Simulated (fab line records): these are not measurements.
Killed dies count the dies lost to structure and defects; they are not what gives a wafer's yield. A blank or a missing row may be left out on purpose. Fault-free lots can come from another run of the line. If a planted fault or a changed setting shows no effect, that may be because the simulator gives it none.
fab line records ; flow nand-harc
record lots=14; wafers=40; last-day=33
route steps=1302 shown A_CHANNEL_FILL_D1@508 A_DECK1_JOINT@544 A_ONON_D2@545 END@1302
lots that met no fault: from a run of the same line without faults
start-h: the number of hours between the record's first day and the start of the first shown wafer of the lot ; wait-h: how many hours have passed since the lot's step before this one ; " repeats the value in the row above ; L1.1+2: one row covering several wafers at once ; - value missing, or start not given ; * or withheld: withheld ; < > ~ a bound
route shown NAME@n: names a module that has steps shown in the file, with the first one's number in the route ; usual: mean/standard deviation taken from wafers without a fault ; same: alike in all rows ; chamber/n: place in a boat ; sites: each site's reading ; _std_site: standard deviation across them ; _edge_site: inner sites' mean taken away from outer sites' mean ; radius-mm: how far each site lies from the wafer's centre ; mask NAME#n: copy n ; behind: the most recent tool/chamber to have shaped the wafer ; hold: why the lot was held/for how many hours/how that ended ; device: which transistor (n, p or np) failed to switch ; end of line: the route-end tests of the same wafers ; step lacking rows: just its recipe ; killed: not the wafer's yield, but the dies lost to structure and defects at the first sort ; map: dies across one wafer; x = killed, . = not, _ = none there
set.NAME: the setting the step ran with; set.NAME@STEP: the setting that earlier step ran with ; model.NAME: the simulator's own value behind a step, which no gauge read
route steps across a sampled set of lots; one table per step, one row per wafer
services: when a tool's chamber went out of use (start-h, in hours from the record's first day, below 0 if earlier), for how many hours, and the reason
## steps
# step NHARC_A_CHANNEL_FILL_D1_ETCHBACK_08
# recipe target-depth-a=2200; time-s=110; c4f8-flow-sccm=20; ar-flow-sccm=withheld; rf-w=600; bias-w=300; chemistry=C4F8
# usual oes-product-au=0.94/0.034; rf-vpp-V=441.6/2.7
lot.wafer;tool;chamber;start-h;wait-h;oes-product-au;rf-hours-counter-h;rf-vpp-V
L565.1;rie-diel-10;2;-;-;0.92;6.1;440.9
L565.5;rie-diel-10;2;-;-;0.91;-;441.1
L565.6;rie-diel-10;3;-;-;0.91;-;444.0
L566.2;rie-diel-08;1;-;-;0.91;2.0;445.9
L566.4;rie-diel-08;0;-;-;0.92;2.3;438.2
L566.5;rie-diel-08;1;-;-;0.91;-;445.6
L568.4;rie-diel-08;1;-;-;0.90;2.2;444.4
L568.3;rie-diel-08;3;-;-;0.91;2.7;444.7
L568.5;rie-diel-08;1;-;-;0.91;-;444.1
L569.1;rie-diel-07;3;-;-;0.93;7.9;439.3
L569.4;rie-diel-07;0;-;-;0.92;6.9;441.2
L569.3;rie-diel-07;2;-;-;0.93;8.6;444.9
L572.3;rie-diel-08;1;-;-;0.91;6.9;445.2
L572.5;rie-diel-08;0;-;-;0.93;-;438.5
L572.6;rie-diel-08;1;-;-;0.91;-;445.5
L575.3;rie-diel-08;2;-;-;0.94;7.8;442.3
L575.5;rie-diel-08;3;-;-;0.92;-;443.3
L578.3;rie-diel-07;3;-;-;1.00;4.2;438.0
L578.5;rie-diel-07;3;-;-;0.99;-;440.4
L581.3;rie-diel-08;0;-;-;0.99;0.3;438.0
L581.2;rie-diel-08;2;-;-;0.91;0.9;442.7
L581.6;rie-diel-08;0;-;-;1.00;-;436.7
L584.1;rie-diel-08;2;-;-;1.00;1.5;442.4
L584.6;rie-diel-08;2;-;-;0.99;-;442.4
L584.5;rie-diel-08;3;-;-;1.01;-;442.7
L583.1;rie-diel-07;1;-;-;1.00;5.6;439.3
L583.2;rie-diel-07;3;-;-;1.00;5.5;440.6
L583.5;rie-diel-07;1;-;-;1.00;-;440.7
L585.1;rie-diel-07;0;-;-;0.94;6.6;440.8
L585.2;rie-diel-07;2;-;-;0.91;5.1;443.9
L585.5;rie-diel-07;3;-;-;0.93;-;438.0
L587.2;rie-diel-07;2;-;-;0.92;5.7;445.1
L587.3;rie-diel-07;3;-;-;0.94;7.5;439.8
L587.4;rie-diel-07;0;-;-;0.95;7.3;439.1
L586.4;rie-diel-10;1;-;-;0.98;1.2;442.1
L586.2;rie-diel-10;2;-;-;0.99;1.1;441.5
L586.5;rie-diel-10;1;-;-;0.98;-;441.8
L588.2;rie-diel-07;1;-;-;0.92;6.8;440.3
L588.3;rie-diel-07;2;-;-;0.92;5.9;445.8
L588.6;rie-diel-07;1;-;-;0.92;-;438.2
# step NHARC_A_DECK1_JOINT_INSPECT_05
# usual raw-defect-count=290/120
lot.wafer;tool;chamber;start-h;wait-h;raw-defect-count
L565.1;defect-inspect-01;-;274.24;0.0;182
L565.5;defect-inspect-01;-;274.24;0.0;332
L565.6;defect-inspect-01;-;274.24;0.0;333
L566.2;defect-inspect-01;-;284.08;0.0;300
L566.4;defect-inspect-01;-;284.08;0.0;278
L566.5;defect-inspect-01;-;284.08;0.0;185
L568.3;defect-inspect-02;-;306.95;0.0;212
L568.4;defect-inspect-02;-;306.95;0.0;321
L568.5;defect-inspect-02;-;306.95;0.0;414
L569.1;defect-inspect-01;-;312.67;0.0;331
L569.3;defect-inspect-01;-;312.67;0.0;222
L569.4;defect-inspect-01;-;312.67;0.0;166
L572.3;defect-inspect-01;-;350.37;0.0;177
L572.5;defect-inspect-01;-;350.37;0.0;213
L572.6;defect-inspect-01;-;350.37;0.0;187
L575.3;defect-inspect-02;-;382.00;0.0;342
L575.5;defect-inspect-02;-;382.00;0.0;241
L578.3;defect-inspect-02;-;399.31;0.0;288
L578.5;defect-inspect-02;-;399.31;0.0;330
L581.2;defect-inspect-01;-;433.57;0.0;395
L581.3;defect-inspect-01;-;433.57;0.0;231
L581.6;defect-inspect-01;-;433.57;0.0;182
L584.1;defect-inspect-01;-;446.65;0.0;186
L584.5;defect-inspect-01;-;446.65;0.0;355
L584.6;defect-inspect-01;-;446.65;0.0;264
L583.1;defect-inspect-01;-;446.82;0.0;315
L583.2;defect-inspect-01;-;446.82;0.0;488
L583.5;defect-inspect-01;-;446.82;0.0;225
L585.1;defect-inspect-02;-;467.77;0.0;237
L585.2;defect-inspect-02;-;467.77;0.0;454
L585.5;defect-inspect-02;-;467.77;0.0;151
L587.2;defect-inspect-02;-;488.00;0.0;384
L587.3;defect-inspect-02;-;488.00;0.0;556
L587.4;defect-inspect-02;-;488.00;0.0;714
L586.2;defect-inspect-01;-;488.01;0.0;238
L586.4;defect-inspect-01;-;488.01;0.0;283
L586.5;defect-inspect-01;-;488.01;0.0;350
L588.2;defect-inspect-01;-;502.02;0.0;264
L588.3;defect-inspect-01;-;502.02;0.0;387
L588.6;defect-inspect-01;-;502.02;0.0;203
# step NHARC_A_ONON_D2_DEP_00
# recipe target-thk-a=10000; n2-flow-sccm=2750; n2o-flow-sccm=2000; nh3-flow-sccm=500; sih4-flow-sccm=210; temp-c=400
lot.wafer;tool;chamber;start-h;wait-h
L565.1+5+6;pecvd-onon-04;0;274.31;0.1
L566.2+4+5;pecvd-onon-01;0;284.20;0.1
L568.3+4+5;pecvd-onon-04;0;307.13;0.2
L569.1+3+4;pecvd-onon-01;0;312.74;0.1
L572.3+5+6;pecvd-onon-04;0;350.55;0.2
L575.3+5;pecvd-onon-04;0;382.19;0.2
L578.3+5;pecvd-onon-04;0;399.49;0.2
L581.2+3+6;pecvd-onon-03;0;433.70;0.1
L584.1+5+6;pecvd-onon-03;0;446.72;0.1
L583.1+2+5;pecvd-onon-01;0;446.89;0.1
L585.1+2+5;pecvd-onon-04;0;467.84;0.1
L587.2+3+4;pecvd-onon-04;0;488.13;0.1
L586.2+4+5;pecvd-onon-03;0;488.13;0.1
L588.2+3+6;pecvd-onon-03;0;502.14;0.1
# step NHARC_A_ONON_D2_THK_MEAS_02
# recipe thk-meas-gauge=ellipsometry
# usual thk-nm=1004/7.1
lot.wafer;tool;chamber;start-h;wait-h;thk-nm
L565.1;film-metro-01;-;274.81;-;990
L565.5;film-metro-01;-;274.81;-;992
L565.6;film-metro-01;-;274.81;-;992
L566.2;film-metro-01;-;284.66;-;1011
L566.4;film-metro-01;-;284.66;-;1009
L566.5;film-metro-01;-;284.66;-;1008
L568.3;film-metro-02;-;307.53;-;994
L568.4;film-metro-02;-;307.53;-;995
L568.5;film-metro-02;-;307.53;-;997
L569.1;film-metro-01;-;313.24;-;1011
L569.3;film-metro-01;-;313.24;-;1009
L569.4;film-metro-01;-;313.24;-;1012
L572.3;film-metro-01;-;350.94;-;998
L572.5;film-metro-01;-;350.94;-;998
L572.6;film-metro-01;-;350.94;-;996
L575.3;film-metro-01;-;382.59;-;995
L575.5;film-metro-01;-;382.59;-;544
L578.3;film-metro-01;-;399.89;-;1007
L578.5;film-metro-01;-;399.89;-;554
L581.2;film-metro-01;-;434.15;-;1005
L581.3;film-metro-01;-;434.15;-;1006
L581.6;film-metro-01;-;434.15;-;1006
L584.1;film-metro-01;-;447.23;-;999
L584.5;film-metro-01;-;447.23;-;999
L584.6;film-metro-01;-;447.23;-;998
L583.1;film-metro-02;-;447.40;-;1011
L583.2;film-metro-02;-;447.40;-;1009
L583.5;film-metro-02;-;447.40;-;1010
L585.1;film-metro-01;-;468.35;-;1006
L585.2;film-metro-01;-;468.35;-;1005
L585.5;film-metro-01;-;468.35;-;1005
L587.2;film-metro-01;-;488.58;-;1002
L587.3;film-metro-01;-;488.58;-;1002
L587.4;film-metro-01;-;488.58;-;1002
L586.2;film-metro-02;-;488.59;-;1002
L586.4;film-metro-02;-;488.59;-;1000
L586.5;film-metro-02;-;488.59;-;999
L588.2;film-metro-02;-;502.59;-;999
L588.3;film-metro-02;-;502.59;-;1001
L588.6;film-metro-02;-;502.59;-;1000
# step NHARC_END_SORT_01
# recipe temp-c=25
# usual killed-at-array=55/19; killed-at-other=0.8/1.1; killed-at-periphery=4.0/2.6; killed-dies=60/20; killed-open=3.4/1.7; killed-short=2.6/1.5
# same gross-dies=677
lot.wafer;tool;chamber;start-h;wait-h;killed-at-array;killed-at-other;killed-at-periphery;killed-dies;killed-open;killed-short
L575.3;prober-02;0;676.23;3.1;56;1;5;62;5;5
L575.5;prober-02;0;677.87;3.8;671;0;6;677;2;6
L578.3;prober-01;0;684.05;3.1;55;0;4;59;5;3
L578.5;prober-01;0;685.66;3.7;676;1;0;677;3;2
# killed by level:class
L575.3 A_CHANNEL_HOLE_D1:chamber-film-flake=28 A_STAIRCASE:chamber-film-flake=13 A_CHANNEL_HOLE_D2:chamber-film-flake=3 A_ONON_D2:geometric-particle:short=2 A_SGD_CUT:chamber-film-flake=2 P_STI:geometric-particle:open=1 P_CONTACT:geometric-particle:open=1 P_M0:geometric-particle:open=1
L575.5 A_ONON_D2:area-dep=620 A_CHANNEL_HOLE_D1:chamber-film-flake=29 A_STAIRCASE:chamber-film-flake=10 A_CHANNEL_FILL_D2:geometric-particle:short=2 P_GATE:chamber-film-flake=2 P_M2:chamber-film-flake=2 A_CHANNEL_HOLE_D2:chamber-film-flake=2 A_WL_FILL:chamber-film-flake=2
L578.3 A_SLIT:chamber-film-flake=28 A_CHANNEL_HOLE_D2:chamber-film-flake=6 A_STAIRCASE:chamber-film-flake=5 P_M2:chamber-film-flake=3 A_CHANNEL_FILL_D2:chamber-film-flake=3 A_CHANNEL_HOLE_D1:chamber-film-flake=2 A_CONTACT:chamber-film-flake=2 A_ONON_D1:geometric-particle:open=1
L578.5 A_ONON_D2:area-dep=616 A_SLIT:chamber-film-flake=27 A_CHANNEL_HOLE_D2:chamber-film-flake=11 A_CHANNEL_HOLE_D1:chamber-film-flake=8 A_STAIRCASE:chamber-film-flake=3 A_WL_FILL:chamber-film-flake=3 A_CONTACT:chamber-film-flake=2 A_ONON_D2:geometric-particle:short=1
## services
tool;chamber;start-h;hours;kind
rie-diel-07;0;224.22;-;clean
rie-diel-07;1;224.22;-;clean
rie-diel-07;2;224.22;-;clean
rie-diel-07;3;224.22;-;clean
pecvd-onon-03;-;227.34;13.0;pm
rie-diel-10;-;242.50;9.0;pm
pecvd-onon-01;-;269.13;13.0;pm
rie-diel-07;-;294.22;9.0;pm
rie-diel-08;1;300.44;2.5;repair
pecvd-onon-04;-;311.00;13.0;pm
rie-diel-07;2;322.94;11.5;repair
rie-diel-08;-;356.37;1.3;repair
pecvd-onon-03;-;361.56;11.3;repair
rie-diel-08;-;367.80;9.0;pm
pecvd-onon-03;-;408.34;13.0;pm
rie-diel-10;-;419.50;9.0;pm
rie-diel-07;1;433.42;6.1;repair
rie-diel-08;0;445.54;3.9;repair
pecvd-onon-01;-;450.13;13.0;pm
rie-diel-07;3;454.86;43.5;repair
rie-diel-07;1;464.38;9.9;repair
rie-diel-07;0;471.01;6.8;repair
rie-diel-07;-;471.22;9.0;pm
pecvd-onon-04;-;492.00;13.0;pm
## key
first-sign step=NHARC_A_ONON_D2_THK_MEAS_02; reading=thk-nm; direction=down; sigmas=64; usual=1004; struck=549
effect step=NHARC_END_SORT_01; reading=killed-at-array; direction=up; sigmas=32; usual=55; struck=674
more-kills-born-at NHARC_A_ONON_D2_DEP_00@pecvd-onon-04=1236
met-at NHARC_A_ONON_D2_DEP_00
struck-lots L575,L578
struck-wafers L575.5,L578.5
later-rows-left-out L575.5,L578.5
tester-left-out L575,L578
not-acting-at NHARC_A_CHANNEL_FILL_D1_ETCHBACK_08,NHARC_A_DECK1_JOINT_INSPECT_05
onset-between 350.55 382.19
fault kind=process-parameter-drift; tool=pecvd-onon-04; chamber=-; onset-h=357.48; steps=NHARC_A_ONON_D2_DEP_00; channel=target-thk-a; offset=*; shape=step; end-h=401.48; scope=struck-wafers-only; acts-in=*; stated=*
# tester-left-out: of these lots the tester's yield and bins aren't shown, on N5 and GAA mostly nor the transistor test; their killed dies are dies lost to structure and defects alone, not to doping, threshold or leakage, so they don't give the yield
# later-rows-left-out: the simulator's readings of these wafers behind a module that went badly wrong aren't trusted and aren't shown, but for the sort
